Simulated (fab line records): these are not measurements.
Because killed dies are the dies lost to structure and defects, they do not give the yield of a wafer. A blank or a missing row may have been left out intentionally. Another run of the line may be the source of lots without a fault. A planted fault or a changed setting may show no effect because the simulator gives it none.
A lot that was struck, set against a sound lot :: flow nand_harc :: 22 steps out of a route of 1302
Sound: wafers L893.2, L893.4, L893.6. Wafers struck: L907.2, L907.4, L907.5. At the end, the cause is stated.
Order at every step that has rows: each side's tool, ch and its chambers, its first start. Under that, the readings that differ: sound wafers :: struck wafers :: difference of the means :: sigmas: that difference in standard deviations of wafers without a fault.
alike: words and numbers the same on both sides, and readings whose means are apart by under 2 such deviations; not compared: readings that were withheld, readings missing a value for some wafer, numbers with overlapping values and no deviation given by the record, and bounds like >300 which may hide the same value.
Wherever a step has rows on one side only, a row that says differs or no value, or a row with sigmas, the two part there. Numbers that have no deviation but don't overlap get no sigmas and don't part them. A reading that every wafer of one side lacks parts them only if that side has two wafers or more.

first, 4 steps without rows for these wafers: NHARC_P_GATE_EBR_87; NHARC_P_GATE_EXPOSE_88 (exposes mask P HVN, target cd 2000 nm); NHARC_P_GATE_PEB_89 (peb time 85 s); NHARC_P_GATE_DEVELOP_90 (time 70 s).
NHARC_P_GATE_CD_MEAS_91 targets a cd of 2000 nm.
  sound on cd_sem-02 ch 0, day 6 09:59; struck on cd_sem-02 ch 0, day 12 09:57
  alike: cd_nm
then, 1 step without rows for these wafers: NHARC_P_GATE_HARDBAKE_92 (time 80 s).
NHARC_P_GATE_DESCUM_93: chemistry O2, time 3 s.
  sound on rie_diel-09 ch 1,2, day 6 10:10; struck on rie_diel-08 ch 0,3, day 12 10:07
  alike: drypump_motor_current_A, oes_product_au, rf_vpp_V, showerhead_plenum_p_Torr, throttle_valve_pct
  not compared: rf_hours_counter_h
then, 1 step without rows for these wafers: NHARC_P_GATE_IMPLANT_94.
NHARC_P_GATE_STRIP_113: strips in N2/H2, time 740 s.
  sound on plasma_asher-01 ch 0, day 6 10:31; struck on plasma_asher-02 ch 0,1, day 12 10:36
reading: rf_refl_power_W (W)
sound: 32 32 33
struck: 15 16 24
difference: -14
sigmas: -2
  alike: drypump_motor_current_A, heater_power_w
  not compared: rf_hours_counter_h
then, 3 steps without rows for these wafers: NHARC_P_GATE_STRIP_95 (strips in O2); NHARC_P_GATE_STRIP_96 (strips in SPM, time 900 s); NHARC_P_GATE_RTA_64 (time 1 s).
NHARC_P_GATE_ETCH_77: etches SiO2 in dHF, target depth 6 nm.
  sound on wet_bench-06 ch 0,2,3, day 6 12:01; struck on wet_bench-06 ch 0,4,7, day 12 11:58
NHARC_P_GATE_DEGAS_109: time 60 s.
  struck on pvd_sputter-01, day 12 12:05; sound on pvd_sputter-01, day 6 12:10
  alike: heater_power_w
then, 3 steps without rows for these wafers: NHARC_P_GATE_PRE_CLEAN_110 (time 30 s); NHARC_P_GATE_SPUTTER_78 (material Ni, target thk 10 nm); NHARC_P_GATE_SPUTTER_79 (material TiN, target thk 10 nm).
NHARC_P_GATE_RTA_80: time 30 s.
  sound on rtp_anneal-01 ch 0, day 6 12:31; struck on rtp_anneal-01 ch 0, day 12 12:24
  alike: wafer_temp_C_max
then, 1 step without rows for these wafers: NHARC_P_GATE_STRIP_67 (strips in SPM, time 600 s).
NHARC_P_GATE_RTA_82: time 30 s.
  sound on rtp_anneal-01 ch 0, day 6 12:58; struck on rtp_anneal-01 ch 0, day 12 12:52
  alike: lamp_power_pct, lamp_zone_2_pct, lamp_zone_5_pct, wafer_temp_C_max
NHARC_P_GATE_INSPECT_68:
  struck on defect_inspect-01, day 12 13:02; sound on defect_inspect-02, day 6 13:08
  alike: raw_defect_count
-- break in the record here, with 18 days between the starts of the struck wafers on either side (left off in module P_GATE, picked up again in module END, where the first step shown is number 1302 on the route) --
NHARC_END_SORT_01:
  sound on prober-02 ch 0, day 25 01:34; struck on prober-01 ch 0, day 30 20:08
reading: hold
sound: - - -
struck: await_dispo/8.3h/scrap await_dispo/8.3h/scrap await_dispo/8.3h/scrap
difference: no value on the sound wafers
sigmas: 

reading: killed_at_periphery
sound: 10 4 3
struck: 651 649 650
difference: +644
sigmas: +99 or more

reading: killed_dies
sound: 63 62 48
struck: 677 677 677
difference: +619
sigmas: +36
  alike: killed_at_array, killed_at_other, killed_open, killed_short

## WHERE THEY PART
Last at NHARC_END_SORT_01 as far as this record goes, first at NHARC_P_GATE_STRIP_113.

WHY: what the simulator had put in
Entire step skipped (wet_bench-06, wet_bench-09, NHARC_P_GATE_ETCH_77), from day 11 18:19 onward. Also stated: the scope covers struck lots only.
